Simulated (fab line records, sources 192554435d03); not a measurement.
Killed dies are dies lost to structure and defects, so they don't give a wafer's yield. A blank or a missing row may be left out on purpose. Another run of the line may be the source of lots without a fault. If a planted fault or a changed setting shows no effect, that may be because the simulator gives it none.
Matching of chambers / flow n5_finfet / 4 sister chambers for N5_BEOL_M0_CUTY_ETCH_62 on rie_diel-03
The step etches SiARC in CF4, time 58.5 s. 18 wafers are shown with their chamber, then 9 later ones without.

## WAFERS WITH THEIR CHAMBER
wafer=L074.1; chamber=2; throttle_valve_pct (%)=15.67; showerhead_plenum_p_Torr (Torr)=2.12; oes_product_au (a.u.)=0.62
wafer=L074.4; chamber=1; throttle_valve_pct (%)=15.51; showerhead_plenum_p_Torr (Torr)=2.17; oes_product_au (a.u.)=0.68
wafer=L074.6; chamber=3; throttle_valve_pct (%)=15.64; showerhead_plenum_p_Torr (Torr)=2.15; oes_product_au (a.u.)=0.64
wafer=L075.2; chamber=1; throttle_valve_pct (%)=15.53; showerhead_plenum_p_Torr (Torr)=2.17; oes_product_au (a.u.)=0.67
wafer=L075.4; chamber=2; throttle_valve_pct (%)=15.66; showerhead_plenum_p_Torr (Torr)=2.12; oes_product_au (a.u.)=0.61
wafer=L075.5; chamber=3; throttle_valve_pct (%)=15.63; showerhead_plenum_p_Torr (Torr)=2.15; oes_product_au (a.u.)=0.64
wafer=L077.1; chamber=3; throttle_valve_pct (%)=15.64; showerhead_plenum_p_Torr (Torr)=2.15; oes_product_au (a.u.)=0.63
wafer=L077.2; chamber=2; throttle_valve_pct (%)=15.68; showerhead_plenum_p_Torr (Torr)=2.12; oes_product_au (a.u.)=0.61
wafer=L077.4; chamber=0; throttle_valve_pct (%)=16.05; showerhead_plenum_p_Torr (Torr)=2.20; oes_product_au (a.u.)=0.59
wafer=L085.2; chamber=0; throttle_valve_pct (%)=16.09; showerhead_plenum_p_Torr (Torr)=2.19; oes_product_au (a.u.)=0.58
wafer=L085.4; chamber=1; throttle_valve_pct (%)=15.57; showerhead_plenum_p_Torr (Torr)=2.16; oes_product_au (a.u.)=0.65
wafer=L085.6; chamber=0; throttle_valve_pct (%)=16.07; showerhead_plenum_p_Torr (Torr)=2.19; oes_product_au (a.u.)=0.57
wafer=L086.1; chamber=2; throttle_valve_pct (%)=15.70; showerhead_plenum_p_Torr (Torr)=2.11; oes_product_au (a.u.)=0.60
wafer=L086.2; chamber=3; throttle_valve_pct (%)=15.68; showerhead_plenum_p_Torr (Torr)=2.14; oes_product_au (a.u.)=0.63
wafer=L086.3; chamber=0; throttle_valve_pct (%)=16.06; showerhead_plenum_p_Torr (Torr)=2.19; oes_product_au (a.u.)=0.58
wafer=L088.1; chamber=1; throttle_valve_pct (%)=15.55; showerhead_plenum_p_Torr (Torr)=2.16; oes_product_au (a.u.)=0.65
wafer=L088.4; chamber=3; throttle_valve_pct (%)=15.68; showerhead_plenum_p_Torr (Torr)=2.14; oes_product_au (a.u.)=0.62
wafer=L088.5; chamber=1; throttle_valve_pct (%)=15.58; showerhead_plenum_p_Torr (Torr)=2.16; oes_product_au (a.u.)=0.66

SIGNATURES, as means of the wafers listed above
reading=throttle_valve_pct; chamber 0=16.0675; chamber 1=15.5480; chamber 2=15.6775; chamber 3=15.6540; scatter within a chamber=0.0229
reading=showerhead_plenum_p_Torr; chamber 0=2.1925; chamber 1=2.1640; chamber 2=2.1175; chamber 3=2.1460; scatter within a chamber=0.00528
reading=oes_product_au; chamber 0=0.5800; chamber 1=0.6620; chamber 2=0.6100; chamber 3=0.6320; scatter within a chamber=0.00986
Rule: a wafer's distance from a chamber is the root of the sum, over the readings, of the square of ((its reading less the chamber's mean) divided by the reading's scatter). If the next closest chamber is less than 2 further off than the closest, the wafer can't be placed; otherwise it belongs to the closest. How the scatter is found: for the shown wafers, subtract from each reading the mean of its chamber, square and add these, divide the total by (wafers less chambers), then take the root.

## WAFERS WHOSE CHAMBER IS MISSING
wafer=L089.1; throttle_valve_pct (%)=15.57; showerhead_plenum_p_Torr (Torr)=2.16; oes_product_au (a.u.)=0.65
wafer=L089.4; throttle_valve_pct (%)=15.72; showerhead_plenum_p_Torr (Torr)=2.11; oes_product_au (a.u.)=0.60
wafer=L089.6; throttle_valve_pct (%)=15.56; showerhead_plenum_p_Torr (Torr)=2.16; oes_product_au (a.u.)=0.65
wafer=L092.2; throttle_valve_pct (%)=15.58; showerhead_plenum_p_Torr (Torr)=2.19; oes_product_au (a.u.)=0.79
wafer=L092.4; throttle_valve_pct (%)=15.70; showerhead_plenum_p_Torr (Torr)=2.14; oes_product_au (a.u.)=0.62
wafer=L092.5; throttle_valve_pct (%)=15.72; showerhead_plenum_p_Torr (Torr)=2.14; oes_product_au (a.u.)=0.62
wafer=L094.4; throttle_valve_pct (%)=15.76; showerhead_plenum_p_Torr (Torr)=2.11; oes_product_au (a.u.)=0.58
wafer=L094.5; throttle_valve_pct (%)=15.73; showerhead_plenum_p_Torr (Torr)=2.14; oes_product_au (a.u.)=0.61
wafer=L094.6; throttle_valve_pct (%)=15.74; showerhead_plenum_p_Torr (Torr)=2.11; oes_product_au (a.u.)=0.59

## WHICH CHAMBER EACH WENT THROUGH
wafer=L089.1; from the rows above=1; in truth=1
wafer=L089.4; from the rows above=2; in truth=2
wafer=L089.6; from the rows above=1; in truth=1
wafer=L092.2; from the rows above=1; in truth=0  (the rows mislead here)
wafer=L092.4; from the rows above=can't be placed: 3 or 2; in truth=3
wafer=L092.5; from the rows above=can't be placed: 3 or 2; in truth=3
wafer=L094.4; from the rows above=2; in truth=2
wafer=L094.5; from the rows above=can't be placed: 3 or 2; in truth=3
wafer=L094.6; from the rows above=2; in truth=2
Correctly placed: 5 of 9. Cannot be placed on the basis of these rows: 3; the candidates contain the true chamber in 3. 1 placed wrongly.
